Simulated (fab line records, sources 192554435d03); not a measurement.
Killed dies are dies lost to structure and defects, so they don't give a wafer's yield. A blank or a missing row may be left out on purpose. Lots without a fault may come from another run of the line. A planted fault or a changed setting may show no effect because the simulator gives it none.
Chamber matching | flow n5_finfet | N5_MOL_CONTACT_COAG_ETCH_66 on rie_diel-06: 4 sister chambers
The step etches SiARC in CF4, target depth 13 nm, time 21.7 s. 16 wafers are shown with their chamber, then 8 later ones without.

WAFERS WITH THEIR CHAMBER
wafer  | chamber | drypump_motor_current_A (A) | throttle_valve_pct (%) | showerhead_plenum_p_Torr (Torr)
L075.3 | 3       | 6.0                         | 15.93                  | 2.12
L075.4 | 1       | 5.8                         | 15.82                  | 2.13
L075.6 | 3       | 6.0                         | 15.93                  | 2.12
L085.2 | 0       | 5.7                         | 15.38                  | 2.07
L085.3 | 1       | 5.8                         | 15.85                  | 2.12
L085.5 | 3       | 6.0                         | 15.96                  | 2.11
L087.3 | 2       | 4.9                         | 15.63                  | 2.16
L087.4 | 0       | 5.8                         | 15.36                  | 2.07
L087.5 | 1       | 5.7                         | 15.86                  | 2.12
L089.1 | 1       | 5.7                         | 15.87                  | 2.12
L089.3 | 2       | 4.9                         | 15.64                  | 2.16
L089.5 | 3       | 6.0                         | 15.99                  | 2.11
L091.1 | 1       | 5.7                         | 15.87                  | 2.12
L091.4 | 0       | 5.8                         | 15.38                  | 2.07
L091.5 | 3       | 6.0                         | 15.99                  | 2.11
L094.1 | 2       | 4.9                         | 15.63                  | 2.16

SIGNATURES (means of the wafers above)
reading                  | chamber 0 | chamber 1 | chamber 2 | chamber 3 | scatter within a chamber
drypump_motor_current_A  | 5.767     | 5.740     | 4.900     | 6.000     | 0.0394
throttle_valve_pct       | 15.3733   | 15.8540   | 15.6333   | 15.9600   | 0.0217
showerhead_plenum_p_Torr | 2.0700    | 2.1220    | 2.1600    | 2.1140    | 0.00408
Rule: a wafer's distance from a chamber is the root of the sum, over the readings, of the square of ((its reading less the chamber's mean) divided by the reading's scatter). The wafer belongs to the nearest chamber; if the next one is less than 2 further off, it can't be placed. The scatter: the root of (the sum of the squares of (reading less its chamber's mean) over the shown wafers, divided by (wafers less chambers)).

WAFERS WITHOUT THEIR CHAMBER
wafer  | drypump_motor_current_A (A) | throttle_valve_pct (%) | showerhead_plenum_p_Torr (Torr)
L094.2 | 5.7                         | 15.39                  | 2.07
L094.4 | 6.0                         | 16.00                  | 2.11
L095.4 | 4.9                         | 15.65                  | 2.16
L095.5 | 5.8                         | 15.88                  | 2.12
L095.6 | 4.9                         | 15.63                  | 2.16
L096.1 | 4.9                         | 15.65                  | 2.16
L096.3 | 5.7                         | 15.38                  | 2.07
L096.5 | 6.0                         | 16.02                  | 2.11

WHICH CHAMBER EACH WENT THROUGH
wafer  | from the rows above | in truth
L094.2 | 0                   | 0
L094.4 | 3                   | 3
L095.4 | 2                   | 2
L095.5 | 1                   | 1
L095.6 | 2                   | 2
L096.1 | 2                   | 2
L096.3 | 0                   | 0
L096.5 | 3                   | 3
Placed correctly: 8 of 8. Can't be placed from these rows: 0. Placed wrongly: 0.
